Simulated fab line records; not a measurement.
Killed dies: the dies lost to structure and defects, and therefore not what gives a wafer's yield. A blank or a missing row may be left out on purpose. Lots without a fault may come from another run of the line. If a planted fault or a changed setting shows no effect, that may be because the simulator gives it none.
fab line records	flow nand_harc
[record] lots = 7	wafers = 21	last_day = 34
route steps=1302 shown A_STAIRCASE@796 END@1302
lots untouched by any fault: they come from a run of this same line in which no faults occurred
start_h: the number of hours between the record's first day and the start of the first shown wafer of the lot	wait_h: how many hours have passed since the lot's step before this one	" unchanged from the row above	L1.1+2: a single row standing in for several wafers	- no value, or no start given	* or withheld: withheld	< > ~ a bound
route shown NAME@n: NAME is a module with steps in the file, n the number in the route of the first one	usual: mean/standard deviation of fault-free wafers	same: alike in all rows	chamber/n: place in a boat	sites: per-site readings	_std_site: how widely they spread, as a standard deviation	_edge_site: inner sites' mean taken away from outer sites' mean	radius_mm: for every site, how far away it sits from the centre of the wafer	mask NAME#n: copy n	behind: tool/chamber where the wafer was last shaped	hold: why the lot was held/for how many hours/how that ended	device: which transistor (n, p or np) failed to switch	end of line: tests of these same wafers at the route's end	step lacking rows: just its recipe	killed: at the first sort, the dies lost to defects and structure; wafer yield is something else	map: shows each die of a wafer: x if killed, . if not, _ if none is there
set.NAME: the setting that was run; set.NAME@STEP: the one run at that earlier step	model.NAME: the simulator's own value behind a step, which no gauge read
lots at some steps of the route; a table a step, a row a wafer
services: from which hour (start_h, from the record's first day; less than 0 if before it) a tool's chamber was out of use, for how many hours, and why
[[steps]]
[step NHARC_A_STAIRCASE_DEP_280]
[recipe] target_thk_a = 300	target_thk_nm = 30	temp_c = 400	pressure_torr = 3.5	flow_sccm = 200	rf_w = 350	material = SiON
[usual] heater_power_w = 786/82
lot.wafer	tool	chamber	start_h	wait_h	heater_power_w
L733.2	pecvd-04	2	414.04	1.2	774
L733.3	"	1	"	"	855
L733.4	"	2	"	"	763
L735.1	pecvd-04	1	434.86	1.6	716
L735.6	"	1	"	"	724
L735.5	"	2	"	"	789
L741.6	pecvd-04	0	498.29	0.1	729
L741.4	"	1	"	"	747
L741.5	"	2	"	"	864
L745.3	pecvd-04	2	530.46	1.0	906
L745.4	"	1	"	"	828
L745.5	"	2	"	"	890
L743.2	pecvd-04	1	534.78	1.3	823
L743.6	"	2	"	"	886
L743.4	"	0	"	"	761
L750.2	pecvd-01	1	606.49	1.3	798
L750.1	"	2	"	"	602
L750.3	"	0	"	"	750
L751.3	pecvd-01	1	625.30	0.9	738
L751.5	"	1	"	"	738
L751.6	"	0	"	"	769
[step NHARC_A_STAIRCASE_DEHYDRATE_281]
[recipe] temp_c = 150	time_s = 120
[step NHARC_A_STAIRCASE_HMDS_282]
[recipe] time_s = 30
[step NHARC_A_STAIRCASE_COAT_283]
[recipe] spin_rpm = 1200
[step NHARC_A_STAIRCASE_SOFTBAKE_284]
[recipe] temp_c = 135	time_s = 170
[step NHARC_A_STAIRCASE_EBR_285]
[step NHARC_A_STAIRCASE_EXPOSE_286]
[recipe] na = 0.5	dose_mj = 25.01	mask_id = CHOP_100
[step NHARC_A_STAIRCASE_PEB_287]
[recipe] peb_temp_c = 115	peb_time_s = 130
[step NHARC_A_STAIRCASE_DEVELOP_288]
[recipe] time_s = 140
[step NHARC_A_STAIRCASE_HARDBAKE_290]
[recipe] temp_c = 120	time_s = 140
[step NHARC_A_STAIRCASE_DESCUM_291]
[recipe] time_s = 3	o2_flow_sccm = 200	ar_flow_sccm = 0	bias_power_w = 0	chemistry = O2
[usual] drypump_motor_current_A = 5.9/0.45	oes_product_au = 1.002/0.0079	rf_vpp_V = 57.9/0.91	showerhead_plenum_p_Torr = 1.92/0.086	throttle_valve_pct = 11.311/0.0086
lot.wafer	tool	chamber	start_h	wait_h	drypump_motor_current_A	oes_product_au	rf_hours_counter_h	rf_vpp_V	showerhead_plenum_p_Torr	throttle_valve_pct
L733.4	rie_diel-04	3	414.90	-	5.7	0.997	19	56.9	1.80	11.301
L733.3	"	0	"	"	5.4	1.007	17	57.6	1.87	11.315
L733.2	"	1	"	"	6.3	1.010	15	56.7	1.91	11.312
L735.1	rie_diel-04	0	435.81	-	5.4	1.011	26	58.1	1.87	11.322
L735.5	"	2	"	"	6.0	1.003	-	58.7	1.81	11.315
L735.6	"	3	"	"	5.7	1.004	-	57.5	1.79	11.319
L741.4	rie_diel-04	3	499.07	-	5.7	0.995	53	56.8	1.79	11.313
L741.6	"	1	"	"	6.4	1.012	-	58.5	1.89	11.302
L741.5	"	2	"	"	6.0	1.002	-	57.0	1.81	11.319
L745.3	rie_diel-10	3	531.41	-	5.3	0.992	33	58.1	1.92	11.310
L745.4	"	0	"	"	5.9	1.014	18	57.4	1.91	11.317
L745.5	"	1	"	"	5.8	1.002	-	58.4	2.02	11.307
L743.4	rie_diel-03	2	536.43	-	6.8	1.001	20	58.6	1.95	11.319
L743.2	"	3	"	"	6.1	1.011	26	58.7	1.96	11.299
L743.6	"	1	"	"	5.2	1.000	-	59.0	2.05	11.310
L750.2	rie_diel-10	3	607.47	-	5.4	1.004	0	57.0	1.91	11.315
L750.3	"	0	"	"	5.9	1.015	0	57.6	1.90	11.308
L750.1	"	1	"	"	5.8	1.006	0	58.4	2.02	11.310
L751.3	rie_diel-03	2	626.30	-	6.9	1.003	48	58.1	1.94	11.306
L751.5	"	3	"	"	6.0	1.016	-	58.1	1.95	11.321
L751.6	"	0	"	"	6.1	0.979	-	57.9	2.04	11.309
[step NHARC_A_STAIRCASE_ETCH_292]
[recipe] cf4_flow_sccm = 100	chf3_flow_sccm = 30	ar_flow_sccm = 0	rf_w = 500	bias_w = 200	chemistry = CF4/CHF3
[usual] bias_w = 200.0/0.6	cf4_flow_sccm = 100.0/0.31	drypump_motor_current_A = 5.9/0.45	oes_product_au = 0.939/0.021	rf_vpp_V = 370.8/2.4	showerhead_plenum_p_Torr = 1.58/0.068	throttle_valve_pct = 16.801/0.0098
lot.wafer	tool	chamber	start_h	wait_h	bias_w	cf4_flow_sccm	drypump_motor_current_A	oes_product_au	rf_hours_counter_h	rf_vpp_V	showerhead_plenum_p_Torr	throttle_valve_pct
L733.4	rie_diel-04	3	414.99	0.1	199.9	100.0	5.7	0.932	19	367.3	1.48	16.774
L733.2	"	0	"	"	199.3	100.3	5.4	0.935	17	371.1	1.54	16.811
L733.3	"	1	"	"	199.1	100.0	6.3	0.926	15	370.3	1.57	16.785
L735.1	rie_diel-04	3	435.89	0.1	201.5	99.4	5.7	0.924	29	367.9	1.48	16.818
L735.6	"	2	"	"	199.9	99.8	6.0	0.931	-	368.1	1.49	16.820
L735.5	"	3	"	"	201.3	99.7	5.7	0.928	-	368.9	1.48	16.804
L741.4	rie_diel-04	1	499.15	0.1	-	-	-	-	-	-	-	-
L741.6	"	0	"	"	-	-	-	-	-	-	-	-
L741.5	"	1	"	"	-	-	-	-	-	-	-	-
L745.4	rie_diel-10	2	531.47	0.1	-	-	-	-	-	-	-	-
L745.3	"	3	"	"	-	-	-	-	-	-	-	-
L745.5	"	3	"	"	-	-	-	-	-	-	-	-
L743.2	rie_diel-03	0	536.52	0.1	-	-	-	-	-	-	-	-
L743.4	"	2	"	"	-	-	-	-	-	-	-	-
L743.6	"	1	"	"	-	-	-	-	-	-	-	-
L750.3	rie_diel-10	0	607.56	0.1	199.5	100.1	5.9	0.971	0	372.0	1.57	16.798
L750.1	"	1	"	"	199.1	100.0	5.8	0.977	0	373.4	1.65	16.810
L750.2	"	2	"	"	200.0	99.3	6.3	0.976	0	367.7	1.50	16.802
L751.3	rie_diel-03	1	626.43	0.1	200.5	99.9	5.2	0.912	55	373.3	1.67	16.797
L751.5	"	3	"	"	200.1	100.0	6.0	0.932	-	371.5	1.60	16.806
L751.6	"	0	"	"	200.0	100.2	6.1	0.921	-	373.3	1.67	16.821
[step NHARC_A_STAIRCASE_HM_OPEN_460]
[recipe] o2_flow_sccm = 400	cos_flow_sccm = 20	ar_flow_sccm = 0	rf_w = 500	bias_w = 300	chemistry = O2/COS
[usual] drypump_motor_current_A = 5.9/0.44	oes_product_au = 1.001/0.0079	rf_vpp_V = 467.4/2.9	showerhead_plenum_p_Torr = 3.14/0.14	throttle_valve_pct = 28.330/0.0085
lot.wafer	tool	chamber	start_h	wait_h	drypump_motor_current_A	oes_product_au	rf_hours_counter_h	rf_vpp_V	showerhead_plenum_p_Torr	throttle_valve_pct
L733.2	rie_diel-04	3	-	-	5.7	0.992	19	463.5	2.94	28.318
L733.4	"	0	"	"	5.4	1.008	17	466.3	3.05	28.333
L733.3	"	1	"	"	6.4	1.002	15	466.6	3.11	28.336
L735.1	rie_diel-04	0	-	-	5.4	1.005	26	466.5	3.05	28.333
L735.6	"	1	"	"	6.4	0.999	-	466.0	3.11	28.340
L735.5	"	2	"	"	6.0	1.006	-	463.8	2.96	28.327
L741.4	rie_diel-04	2	499.26	0.1	6.0	1.001	35	465.2	2.96	28.329
L741.6	"	2	"	"	6.0	1.008	-	462.3	2.96	28.338
L741.5	"	3	"	"	5.7	0.988	-	463.2	2.93	28.316
L745.4	rie_diel-10	1	531.59	0.1	5.8	0.995	33	471.0	3.29	28.324
L745.3	"	3	"	"	5.4	0.997	33	466.5	3.13	28.341
L745.5	"	2	"	"	6.4	1.001	-	466.7	2.98	28.324
L743.2	rie_diel-03	1	536.69	0.2	5.2	0.997	26	471.5	3.33	28.318
L743.4	"	2	"	"	6.8	1.002	20	467.5	3.18	28.337
L743.6	"	3	"	"	6.1	1.008	-	468.1	3.19	28.335
L750.2	rie_diel-10	0	-	-	5.9	1.004	0	466.2	3.11	28.336
L750.1	"	1	"	"	5.9	0.995	0	470.6	3.28	28.329
L750.3	"	2	"	"	6.4	0.993	0	464.1	2.97	28.333
L751.3	rie_diel-03	1	-	-	5.2	0.997	55	471.1	3.31	28.335
L751.5	"	1	"	"	5.2	1.004	-	469.9	3.31	28.328
L751.6	"	2	"	"	6.9	1.004	-	467.9	3.16	28.324
[step NHARC_END_SORT_01]
[recipe] temp_c = 25
[usual] killed_at_array = 63/18	killed_at_other = 1.1/1.3	killed_at_periphery = 4.3/2.8	killed_dies = 68/18	killed_open = 3.3/2	killed_short = 2.4/1.6
[same] gross_dies = 677
lot.wafer	tool	chamber	start_h	wait_h	killed_at_array	killed_at_other	killed_at_periphery	killed_dies	killed_open	killed_short
L741.4	prober-02	0	747.10	3.4	671	1	5	677	4	1
L741.5	prober-02	0	747.89	3.7	668	1	8	677	2	3
L741.6	prober-02	0	748.69	4.0	670	2	5	677	7	2
L745.3	prober-02	0	754.10	3.1	674	0	3	677	0	2
L745.4	prober-02	0	754.89	3.4	671	0	6	677	2	2
L745.5	prober-02	0	755.69	3.7	674	0	3	677	1	4
L743.2	prober-01	0	768.92	2.8	675	1	1	677	6	3
L743.4	prober-01	0	770.51	3.4	676	0	1	677	4	3
L743.6	prober-01	0	772.10	4.0	673	3	1	677	1	4
// killed by level:class
L741.4 A_STAIRCASE:area_etch=620 A_CHANNEL_HOLE_D1:chamber_film_flake=29 A_CHANNEL_HOLE_D2:chamber_film_flake=10 A_SLIT:chamber_film_flake=3 A_CONTACT:chamber_film_flake=3 P_CONTACT:chamber_film_flake=2 P_GATE:geometric_particle:open=1 A_ONON_D1:geometric_particle:open=1
L741.5 A_STAIRCASE:area_etch=608 A_CHANNEL_HOLE_D1:chamber_film_flake=30 A_CHANNEL_HOLE_D2:chamber_film_flake=18 A_CONTACT:chamber_film_flake=6 P_GATE:chamber_film_flake=4 P_STI:chamber_film_flake=3 P_GATE:geometric_particle:open=1 A_ONON_D1:geometric_particle:short=1
L741.6 A_STAIRCASE:area_etch=612 A_CHANNEL_HOLE_D1:chamber_film_flake=31 A_CHANNEL_HOLE_D2:chamber_film_flake=11 A_CONTACT:chamber_film_flake=5 P_GATE:chamber_film_flake=3 A_STAIRCASE:chamber_film_flake=2 P_GATE:geometric_particle:open=1 A_ONON_D1:geometric_particle:open=1
L745.3 A_STAIRCASE:area_etch=599 A_CHANNEL_HOLE_D1:chamber_film_flake=34 A_SLIT:chamber_film_flake=28 A_CONTACT:chamber_film_flake=6 P_CONTACT:chamber_film_flake=2 A_CHANNEL_FILL_D1:chamber_film_flake=2 A_CONTACT:geometric_particle:short=1 A_BLC:geometric_particle:short=1
L745.4 A_STAIRCASE:area_etch=590 A_SLIT:chamber_film_flake=33 A_CHANNEL_HOLE_D1:chamber_film_flake=30 P_CONTACT:chamber_film_flake=4 A_STAIRCASE:chamber_film_flake=4 A_SGD_CUT:chamber_film_flake=3 A_CONTACT:chamber_film_flake=3 A_DECK1_JOINT:chamber_film_flake=2
L745.5 A_STAIRCASE:area_etch=613 A_CHANNEL_HOLE_D1:chamber_film_flake=28 A_SLIT:chamber_film_flake=21 A_WL_FILL:geometric_particle:short=3 A_CONTACT:chamber_film_flake=3 P_CONTACT:chamber_film_flake=2 A_SGD_CUT:chamber_film_flake=2 A_ONON_D2:geometric_particle:short=1
L743.2 A_STAIRCASE:area_etch=629 A_CHANNEL_HOLE_D2:chamber_film_flake=19 A_CHANNEL_HOLE_D1:chamber_film_flake=12 A_CHANNEL_HOLE_D2:geometric_particle:short=2 A_SGD_CUT:geometric_particle:open=2 A_BLC:geometric_particle:open=2 A_STAIRCASE:chamber_film_flake=2 A_CONTACT:chamber_film_flake=2
L743.4 A_STAIRCASE:area_etch=632 A_CHANNEL_HOLE_D2:chamber_film_flake=12 A_CHANNEL_HOLE_D1:chamber_film_flake=10 A_SLIT:chamber_film_flake=5 A_WL_FILL:chamber_film_flake=4 A_CONTACT:chamber_film_flake=3 A_ZERO_WELL:chamber_film_flake=2 A_STAIRCASE:chamber_film_flake=2
L743.6 A_STAIRCASE:area_etch=622 A_CHANNEL_HOLE_D2:chamber_film_flake=19 A_CHANNEL_HOLE_D1:chamber_film_flake=10 A_SLIT:chamber_film_flake=5 A_WL_FILL:chamber_film_flake=4 A_CONTACT:chamber_film_flake=4 THIN_TSV:chamber_film_flake=3 A_STAIRCASE:chamber_film_flake=2
// map L741.4 (x killed, . not)
____________x____________
_________xxxxxxx_________
_______xxxxxxxxxxx_______
______xxxxxxxxxxxxx______
_____xxxxxxxxxxxxxxx_____
____xxxxxxxxxxxxxxxxx____
____xxxxxxxxxxxxxxxxx____
___xxxxxxxxxxxxxxxxxxx___
___xxxxxxxxxxxxxxxxxxx___
__xxxxxxxxxxxxxxxxxxxxx__
__xxxxxxxxxxxxxxxxxxxxx__
_xxxxxxxxxxxxxxxxxxxxxxx_
_xxxxxxxxxxxxxxxxxxxxxxx_
_xxxxxxxxxxxxxxxxxxxxxxx_
_xxxxxxxxxxxxxxxxxxxxxxx_
_xxxxxxxxxxxxxxxxxxxxxxx_
xxxxxxxxxxxxxxxxxxxxxxxxx
xxxxxxxxxxxxxxxxxxxxxxxxx
xxxxxxxxxxxxxxxxxxxxxxxxx
xxxxxxxxxxxxxxxxxxxxxxxxx
xxxxxxxxxxxxxxxxxxxxxxxxx
_xxxxxxxxxxxxxxxxxxxxxxx_
_xxxxxxxxxxxxxxxxxxxxxxx_
_xxxxxxxxxxxxxxxxxxxxxxx_
_xxxxxxxxxxxxxxxxxxxxxxx_
_xxxxxxxxxxxxxxxxxxxxxxx_
__xxxxxxxxxxxxxxxxxxxxx__
__xxxxxxxxxxxxxxxxxxxxx__
___xxxxxxxxxxxxxxxxxxx___
___xxxxxxxxxxxxxxxxxxx___
____xxxxxxxxxxxxxxxxx____
____xxxxxxxxxxxxxxxxx____
_____xxxxxxxxxxxxxxx_____
______xxxxxxxxxxxxx______
_______xxxxxxxxxxx_______
_________xxxxxxx_________
____________x____________
// map L743.2 (x killed, . not)
____________x____________
_________xxxxxxx_________
_______xxxxxxxxxxx_______
______xxxxxxxxxxxxx______
_____xxxxxxxxxxxxxxx_____
____xxxxxxxxxxxxxxxxx____
____xxxxxxxxxxxxxxxxx____
___xxxxxxxxxxxxxxxxxxx___
___xxxxxxxxxxxxxxxxxxx___
__xxxxxxxxxxxxxxxxxxxxx__
__xxxxxxxxxxxxxxxxxxxxx__
_xxxxxxxxxxxxxxxxxxxxxxx_
_xxxxxxxxxxxxxxxxxxxxxxx_
_xxxxxxxxxxxxxxxxxxxxxxx_
_xxxxxxxxxxxxxxxxxxxxxxx_
_xxxxxxxxxxxxxxxxxxxxxxx_
xxxxxxxxxxxxxxxxxxxxxxxxx
xxxxxxxxxxxxxxxxxxxxxxxxx
xxxxxxxxxxxxxxxxxxxxxxxxx
xxxxxxxxxxxxxxxxxxxxxxxxx
xxxxxxxxxxxxxxxxxxxxxxxxx
_xxxxxxxxxxxxxxxxxxxxxxx_
_xxxxxxxxxxxxxxxxxxxxxxx_
_xxxxxxxxxxxxxxxxxxxxxxx_
_xxxxxxxxxxxxxxxxxxxxxxx_
_xxxxxxxxxxxxxxxxxxxxxxx_
__xxxxxxxxxxxxxxxxxxxxx__
__xxxxxxxxxxxxxxxxxxxxx__
___xxxxxxxxxxxxxxxxxxx___
___xxxxxxxxxxxxxxxxxxx___
____xxxxxxxxxxxxxxxxx____
____xxxxxxxxxxxxxxxxx____
_____xxxxxxxxxxxxxxx_____
______xxxxxxxxxxxxx______
_______xxxxxxxxxxx_______
_________xxxxxxx_________
____________x____________
[[services]]
tool	chamber	start_h	hours	kind
rie_diel-10	0	408.18	57.3	repair
rie_diel-04	0	414.03	-	clean
rie_diel-04	1	414.03	-	clean
rie_diel-04	2	414.03	-	clean
rie_diel-04	3	414.03	-	clean
pecvd-01	-	414.78	1.0	repair
rie_diel-10	-	421.20	9.0	pm
rie_diel-04	3	426.47	1.7	repair
pecvd-04	0	431.28	6.0	repair
rie_diel-04	0	438.53	-	clean
pecvd-01	-	441.31	4.2	repair
rie_diel-04	2	445.86	34.0	repair
pecvd-04	-	450.07	13.0	pm
rie_diel-03	-	460.74	9.0	pm
rie_diel-03	0	475.38	9.6	repair
rie_diel-03	2	490.23	16.0	repair
pecvd-01	-	492.00	13.0	pm
rie_diel-04	0	505.96	4.3	repair
rie_diel-04	2	523.84	18.4	repair
rie_diel-04	-	532.03	9.0	pm
pecvd-04	-	547.06	1.0	repair
rie_diel-10	-	598.20	9.0	pm
rie_diel-04	1	605.55	2.8	repair
pecvd-01	-	624.64	0.6	repair
[[key]]
[first_sign] step = NHARC_A_STAIRCASE_ETCH_292	reading = tool_record	direction = missing
[effect] step = NHARC_END_SORT_01	reading = killed_at_array	direction = up	sigmas = 34	usual = 63	struck = 672
[more_kills_born_at] NHARC_A_STAIRCASE_ETCH_292@rie_diel-03 = 1883	NHARC_A_STAIRCASE_ETCH_292@rie_diel-04 = 1841	NHARC_A_STAIRCASE_ETCH_292@rie_diel-10 = 1801
met_at NHARC_A_STAIRCASE_ETCH_292
struck_wafers L741.4,L741.5,L741.6,L743.2,L743.4,L743.6,L745.3,L745.4,L745.5
later_rows_left_out L741.4,L741.5,L741.6,L743.2,L743.4,L743.6,L745.3,L745.4,L745.5
tester_left_out L741,L743,L745
onset_between 435.89 499.15
[fault] kind = skipped_step_whole	tool = rie_diel-03,rie_diel-04,rie_diel-10	chamber = -	onset_h = 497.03	steps = NHARC_A_STAIRCASE_ETCH_292	scope = struck_lots_only
// tester_left_out: of these lots the tester's yield and bins aren't shown, on N5 and GAA mostly nor the transistor test; their killed dies are dies lost to structure and defects alone, not to doping, threshold or leakage, so they don't give the yield
// later_rows_left_out: the simulator's readings of these wafers behind a module that went badly wrong aren't trusted and aren't shown, but for the sort
